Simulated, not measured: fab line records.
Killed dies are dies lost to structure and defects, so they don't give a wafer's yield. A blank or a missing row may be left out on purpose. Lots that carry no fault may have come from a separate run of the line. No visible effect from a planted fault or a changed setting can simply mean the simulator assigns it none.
Which tool was responsible?	flow n5Finfet	11 lots, 33 wafers sampled, at 5 steps of a route of 1938

== WHAT EACH GAUGE READ, for each wafer ==
Not one reading of a measure or inspect step in the record can be checked against a usual standard deviation.

== TOOL THAT RAN EACH LOT (tool first, then ch and the chambers of the sampled wafers, then the start) ==
lot	N5_BEOL_M10_SPUTTER_48	N5_BEOL_M11_ILD_DEP_00	N5_BEOL_M11_COAT_05	N5_BEOL_M11_DESCUM_16	N5_PASSIVATION_PROBE_49
L409	pvdSputter-03, day 11 09:05	pecvd-03 ch 0,1,2, day 11 11:05	lithoTrack-02 ch 0, day 11 13:29	rieDiel-04 ch 0,1, day 11 13:57	prober-02, day 13 14:43
L410	pvdSputter-02, day 11 19:04	pecvd-03 ch 1,2, day 11 20:27	lithoTrack-02 ch 0, day 11 22:42	rieDiel-04 ch 0, day 11 23:16	prober-01, day 13 21:29
L412	pvdSputter-02, day 12 02:55	pecvd-02 ch 0,1, day 12 03:56	lithoTrack-05 ch 0, day 12 05:49	rieDiel-01 ch 0,1, day 12 06:17	prober-02, day 14 03:25
L411	pvdSputter-02, day 12 11:14	pecvd-03 ch 0,1,2, day 12 12:38	lithoTrack-05 ch 0, day 12 14:28	rieDiel-06 ch 0,1,2, day 12 15:28	prober-01, day 14 16:31
L415	pvdSputter-02, day 12 15:31	pecvd-02 ch 0,1,2, day 12 16:53	lithoTrack-05 ch 0, day 12 19:47	rieDiel-06 ch 1,3, day 12 20:28	prober-01, day 14 20:16
L416	pvdSputter-02, day 13 08:56	pecvd-02 ch 1,2, day 13 10:27	lithoTrack-01 ch 0, day 13 14:28	rieDiel-01 ch 0,1,3, day 13 15:01	prober-02, day 15 12:06
L417	pvdSputter-01, day 13 16:24	pecvd-03 ch 0,1,2, day 13 18:04	lithoTrack-05 ch 0, day 13 18:59	rieDiel-04 ch 0,2,3, day 13 19:29	prober-02, day 16 01:20
L422	pvdSputter-02, day 14 10:24	pecvd-02 ch 0,1, day 14 11:27	lithoTrack-01 ch 0, day 14 13:46	rieDiel-06 ch 1,2,3, day 14 14:06	prober-02, day 16 22:35
L426	pvdSputter-03, day 15 02:55	pecvd-02 ch 0,1,2, day 15 05:56	lithoTrack-02 ch 0, day 15 06:54	rieDiel-04 ch 1,2, day 15 07:14	prober-01, day 17 13:50
L425	pvdSputter-02, day 15 06:30	pecvd-04 ch 0,2, day 15 07:31	lithoTrack-01 ch 0, day 15 10:28	rieDiel-04 ch 0,3, day 15 10:49	prober-02, day 17 15:38
L427	pvdSputter-03, day 16 01:59	pecvd-03 ch 0,2, day 16 03:05	lithoTrack-02 ch 0, day 16 06:00	rieDiel-04 ch 1,2,3, day 16 06:27	prober-02, day 18 06:28
- N5_BEOL_M10_SPUTTER_48: material Cu, target thk 12 nm, time 2 s.
- N5_BEOL_M11_ILD_DEP_00: deposits SiCOH lowk from DEMS/porogen, target thk 308.51 nm, time 58 s.
- N5_BEOL_M11_COAT_05: resist thk 90 nm.
- N5_BEOL_M11_DESCUM_16: chemistry O2, time 7.9 s.
- N5_PASSIVATION_PROBE_49

== WHAT THE TOOLS THEMSELVES READ (means of the sampled wafers that have a number; where no wafer has one, the mark that the record gives instead) ==
N5_BEOL_M10_SPUTTER_48. Usual: cathodeDcPowerW 26001 W, standard deviation 4.6; chamberPressurePa 0.13 Pa, standard deviation 0.00027; throttleValvePct 29.9 %, standard deviation 1.2.
lot	tool	cathodeDcPowerW (W)	chamberPressurePa (Pa)	throttleValvePct (%)	flag
L409	pvdSputter-03	25998	0.13	30.4	
L410	pvdSputter-02	26003	0.13	30.8	
L412	pvdSputter-02	25997	0.13	30.1	
L411	pvdSputter-02	25998	0.13	29.7	
L415	pvdSputter-02	25999	0.13	29.0	
L416	pvdSputter-02	25999	0.13	29.8	
L417	pvdSputter-01	26001	0.13	30.0	
L422	pvdSputter-02	26001	0.13	30.6	
L426	pvdSputter-03	26002	0.13	29.8	
L425	pvdSputter-02	26006	0.13	30.7	
L427	pvdSputter-03	25997	0.13	29.4	

N5_BEOL_M11_ILD_DEP_00. Usual: chamberPressureTorr 5.001 Torr, standard deviation 0.012; heaterPowerW 280 W, standard deviation 39; showerheadPlenumPTorr 5.746 Torr, standard deviation 0.018; throttleValvePct 13.9 %, standard deviation 0.85.
lot	tool	chamberPressureTorr (Torr)	heaterPowerW (W)	showerheadPlenumPTorr (Torr)	throttleValvePct (%)	flag
L409	pecvd-03	5.008	293	5.753	13.8	
L410	pecvd-03	4.992	250	5.751	13.2	
L412	pecvd-02	4.996	285	5.748	14.4	
L411	pecvd-03	4.994	278	5.746	13.9	
L415	pecvd-02	5.008	259	5.746	14.2	
L416	pecvd-02	5.008	270	5.730	14.2	
L417	pecvd-03	5.005	279	5.746	14.0	
L422	pecvd-02	4.996	273	5.748	14.3	
L426	pecvd-02	5.009	269	5.728	14.1	
L425	pecvd-04	5.001	316	5.740	13.0	
L427	pecvd-03	5.004	318	5.758	14.7	

N5_BEOL_M11_COAT_05. Usual: 1500.1 rpm for spinSpeedRpm, sd 0.77.
lot	tool	spinSpeedRpm (rpm)	flag
L409	lithoTrack-02	1500.0	
L410	lithoTrack-02	1500.7	
L412	lithoTrack-05	1500.5	
L411	lithoTrack-05	1499.8	
L415	lithoTrack-05	1500.9	
L416	lithoTrack-01	1499.6	
L417	lithoTrack-05	1499.7	
L422	lithoTrack-01	2058.5	OFF
L426	lithoTrack-02	1501.1	
L425	lithoTrack-01	2058.7	OFF
L427	lithoTrack-02	1499.8	

N5_BEOL_M11_DESCUM_16. Usual: drypumpMotorCurrentA 5.7 A, standard deviation 0.48; oesProductAu 0.79 a.u., standard deviation 0.094; rfVppV 243.3 V, standard deviation 1.6; showerheadPlenumPTorr 2.10 Torr, standard deviation 0.091; throttleValvePct 20.47 %, standard deviation 0.26.
lot	tool	drypumpMotorCurrentA (A)	oesProductAu (a.u.)	rfVppV (V)	showerheadPlenumPTorr (Torr)	throttleValvePct (%)	flag
L409	rieDiel-04	5.3	0.73	244.3	2.16	20.68	
L410	rieDiel-04	5.3	0.74	244.7	2.17	20.62	
L412	rieDiel-01	6.3	0.71	242.5	2.05	20.73	
L411	rieDiel-06	5.3	0.77	242.1	2.09	20.35	
L415	rieDiel-06	6.0	0.88	242.2	2.01	20.30	
L416	rieDiel-01	6.2	0.80	242.3	2.04	20.54	
L417	rieDiel-04	5.7	0.81	243.7	2.14	20.34	
L422	rieDiel-06	5.5	0.83	242.8	2.06	20.28	
L426	rieDiel-04	5.6	0.89	243.4	2.13	20.57	
L425	rieDiel-04	5.5	0.77	243.8	2.15	20.43	
L427	rieDiel-04	5.8	0.87	243.9	2.12	20.36	

N5_PASSIVATION_PROBE_49. Usual: defectLimitedYield 91.3 %, standard deviation 1.3; killed_at_M0_to_M3 35, standard deviation 9.3; killed_at_M4_up 14, standard deviation 5.2; killedAtContacts 12, standard deviation 5.9; killedAtFrontEnd 38, standard deviation 11; killedAtOther 4, standard deviation 3.7; killedDies 103, standard deviation 15; killedOnRim 14, standard deviation 4; killedOpen 67, standard deviation 12; killedShort 34, standard deviation 8; sort_bin_5_function 5.1 %, standard deviation 0.88; sort_bin_6_memory 3.3 %, standard deviation 0.65; sort_bin_8_speed 0.00 %, standard deviation 0.03; sortNPass 1077, standard deviation 15; sortYieldPct 91.3 %, standard deviation 1.3.
lot	tool	defectLimitedYield (%)	killed_at_M0_to_M3	killed_at_M4_up	killedAtContacts	killedAtFrontEnd	killedAtOther	killedDies	killedOnRim	killedOpen	killedShort	sort_bin_5_function (%)	sort_bin_6_memory (%)	sort_bin_8_speed (%)	sortNPass	sortYieldPct (%)	flag
L409	prober-02	90.7	40	16	19	32	1	109	17	70	38	5.7	3.3	0.00	1071	90.7	
L410	prober-01	90.9	50	14	11	32	0	107	16	71	35	5.0	3.6	0.00	1073	90.9	
L412	prober-02	90.1	35	19	10	51	1	116	16	85	30	5.8	3.9	0.00	1064	90.1	
L411	prober-01	89.8	47	16	11	46	0	121	16	78	42	5.5	4.5	0.00	1059	89.8	
L415	prober-01	90.6	34	12	9	53	2	111	14	69	37	5.4	3.4	0.00	1069	90.6	
L416	prober-02	89.8	33	13	17	45	12	120	19	75	43	5.6	4.1	0.00	1060	89.8	
L417	prober-02	89.3	40	16	6	55	10	127	18	82	42	6.9	3.6	0.00	1053	89.3	
L422	prober-02	90.1	42	12	11	46	5	117	15	74	41	5.8	3.8	0.03	1063	90.1	
L426	prober-01	91.4	30	10	17	36	8	102	15	67	33	5.1	3.1	0.00	1078	91.4	
L425	prober-02	90.9	34	15	10	47	2	107	14	59	47	5.1	3.6	0.00	1073	90.9	
L427	prober-02	92.4	30	7	15	38	0	90	13	65	24	3.9	3.5	0.00	1090	92.4	

== THE ANSWER, worked out from the rows above alone ==
Rule: a lot is off if the mean of its wafers that have a number lies more than 3 standard deviations from the usual mean. Also off: a lot with no number at a reading for which 4 or more lots have one. The other lots that the step has rows for count as sound. Order of review: gauges by route order, followed by the tools' own readings, for which a lot's mean as printed above is used. At the first step where some lot is off, the reading lying furthest off is the one used; lots without a number count as furthest.
Off at N5_BEOL_M11_COAT_05 (spinSpeedRpm): L422, L425.
A tool fits if, at that step or a process step before it, it ran every lot that is off, and no sound lot after the first of them. Can't be told from this: 2 tools fit, pvdSputter-02 at N5_BEOL_M10_SPUTTER_48, lithoTrack-01 at N5_BEOL_M11_COAT_05.

== WHAT HAD BEEN PUT IN BY THE SIMULATOR ==
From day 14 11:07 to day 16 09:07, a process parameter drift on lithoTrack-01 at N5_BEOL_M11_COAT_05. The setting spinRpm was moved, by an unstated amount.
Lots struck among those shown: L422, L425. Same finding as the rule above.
